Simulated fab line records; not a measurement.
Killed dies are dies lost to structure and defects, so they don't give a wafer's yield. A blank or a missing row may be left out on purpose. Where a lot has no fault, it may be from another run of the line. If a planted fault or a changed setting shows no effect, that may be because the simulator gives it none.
Comparing a struck lot with a sound one :: flow n5-finfet :: 40 steps out of a route of 1938
Sound: these wafers, L979.2, L979.3, L979.5. Struck: wafers L987.1, L987.6. (L987.4 of the same lot was not struck and is left out.) The cause comes at the end.
Order at every step that has rows: each side's tool, ch and its chambers, its first start. Under that, the readings that differ: sound wafers :: struck wafers :: difference of the means :: sigmas: that difference in standard deviations of wafers without a fault.
alike: readings with means less than 2 such deviations apart, plus words and numbers identical on both sides. not compared: withheld readings, readings lacking a value on some wafer, bounds such as >300 that could conceal the same value, and numbers that have no deviation in the record and whose values overlap.
The two part at a step that has a row with sigmas, a row that says differs or no value, or rows on one side only. Numbers that have no deviation but don't overlap get no sigmas and don't part them. Lack of a reading on every wafer of one side parts them only where that side has two or more wafers.

first, 9 steps without rows for these wafers: N5_PMOS_HMC_CHANNEL_EPI_PRECLEAN_40 (cleans in DHF, time 30 s); N5_PMOS_HMC_CHANNEL_EPI_PRECLEAN_37 (cleans in O3/DIW, time 45 s); N5_PMOS_HMC_CHANNEL_EPI_PRECLEAN_24 (cleans in DHF, time 30 s); N5_PMOS_HMC_CHANNEL_EPI_SRD_25 (time 30 s); N5_PMOS_HMC_CHANNEL_EPI_EPI_26 (deposits Si from SiH4/H2, target thk 3.8 nm, time 22.7 s); N5_FIN_SAQP_PRECLEAN_42 (cleans in O3/DIW, time 60 s); N5_FIN_SAQP_PRECLEAN_00 (cleans in SC1, time 60 s); N5_FIN_SAQP_PRECLEAN_44 (cleans in SC2, time 45 s); N5_FIN_SAQP_SRD_01 (time 30 s).
N5_FIN_SAQP_ALD_61: deposits SiO2, target thk 4 nm, pulse time 1 s, purge time 2 s.
  sound on ald-sin-03 ch 1,3, day 3 14:59; struck on ald-sin-03 ch 1, day 5 16:22
  alike: heater-power-w, precursor-pulse-height-rel
then, 14 steps without rows for these wafers: N5_FIN_SAQP_DENSIFY_62 (time 60 s); N5_FIN_SAQP_HM_DEP_03 (deposits SiNx from SiH4/NH3/N2, target thk 38 nm, time 33.6 s); N5_FIN_SAQP_PECVD_47 (deposits a-Si from SiH4/He, target thk 45 nm, time 36.3 s); N5_FIN_SAQP_PECVD_48 (deposits SiNx from SiH4/NH3/N2, target thk 25 nm, time 22.1 s); N5_FIN_SAQP_PECVD_06 (deposits a-Si from SiH4/He, target thk 60 nm, time 48.1 s); N5_FIN_SAQP_HM_DEP_72 (deposits SiO2 from SiH4/N2O, target thk 12 nm, time 7.2 s); N5_FIN_SAQP_COAT_49 (time 60 s, resist thk 100 nm); N5_FIN_SAQP_COAT_50 (time 60 s, resist thk 35 nm); N5_FIN_SAQP_COAT_10 (resist thk 90 nm); N5_FIN_SAQP_EBR_12; N5_FIN_SAQP_SOFTBAKE_11 (time 60 s); N5_FIN_SAQP_EXPOSE_13 (exposes mask FIN CORE, target cd 35.6 nm); N5_FIN_SAQP_PEB_14 (peb time 60 s); N5_FIN_SAQP_DEVELOP_15 (develop time 30 s).
N5_FIN_SAQP_INSPECT_18: inspects for defects (brightfield).
  sound on defect-inspect-02 at day 3 16:14; struck on defect-inspect-01 at day 5 17:38
reading: raw-defect-count
sound: 437 497 478
struck: 684 776
difference: +259
sigmas: +2
then, 10 steps without rows for these wafers: N5_FIN_SAQP_DESCUM_21 (chemistry O2, time 7.9 s); N5_FIN_SAQP_ETCH_51 (etches SiARC in CF4, target depth 45.5 nm, time 75.8 s); N5_FIN_SAQP_ETCH_52 (etches SOC in N2/H2, target depth 100 nm, overetch 20 nm, time 150 s); N5_FIN_SAQP_STRIP_53 (strips in N2/H2); N5_FIN_SAQP_HM_OPEN_73 (chemistry CHF3/O2, target SiO2, stops on a-Si, target depth 12 nm, time 16.8 s); N5_FIN_SAQP_STRIP_74 (strips in CHF3/O2); N5_FIN_SAQP_MANDREL_ETCH_22 (etches a-Si in HBr/Cl2, stops on SiNx, target depth 60 nm, bt time 10 s, time 30 s); N5_FIN_SAQP_STRIP_55 (strips in N2/H2); N5_FIN_SAQP_STRIP_23 (strips in SPM, time 750 s); N5_FIN_SAQP_SRD_66 (time 30 s).
N5_FIN_SAQP_INSPECT_40: inspects for defects (brightfield).
  sound on defect-inspect-01 at day 3 20:38; struck on defect-inspect-01 at day 5 21:48
reading: raw-defect-count
sound: 203 278 303
struck: 570 670
difference: +359
sigmas: +5
N5_FIN_CUT_INSPECT_10: inspects for defects (brightfield).
  sound on defect-inspect-01 at day 3 21:01; struck on defect-inspect-01 at day 5 22:11
reading: raw-defect-count
sound: 38 48 47
struck: 484 457
difference: +426
sigmas: +30
N5_FIN_CUT_INSPECT_17: inspects for defects (brightfield).
  sound on defect-inspect-01 at day 3 22:11; struck on defect-inspect-02 at day 5 23:08
reading: raw-defect-count
sound: 231 302 292
struck: 594 783
difference: +414
sigmas: +5
-- a jump in the record: the struck wafers' starts before and after are 8 days apart (it breaks off in module FIN_CUT and resumes in module BEOL_M4, where the first step shown is number 1111 of the route) --
N5_BEOL_M4_RC_MEAS_101:
  sound on prober-02 ch 0, day 10 19:51; struck on prober-02 ch 0, day 13 11:27
  alike: DIBL_N, DIBL_P, IOFF_N, IOFF_P, ION_N, ION_P, SS_N, SS_P, VT_N, VT_P
-- record jumps: 5 days separate the struck wafers' starts on either side; left off in module BEOL_M4, taken up again in module PASSIVATION, whose first shown step is the route's number 1936 --
N5_PASSIVATION_PROBE_49:
  rows exist in the record for the struck wafers here (prober-01, day 18 01:52), but not for the sound ones

WHERE THEY PART
Earliest at N5_FIN_SAQP_INSPECT_18; latest, in this record, at N5_PASSIVATION_PROBE_49.

WHY: what the simulator had put in
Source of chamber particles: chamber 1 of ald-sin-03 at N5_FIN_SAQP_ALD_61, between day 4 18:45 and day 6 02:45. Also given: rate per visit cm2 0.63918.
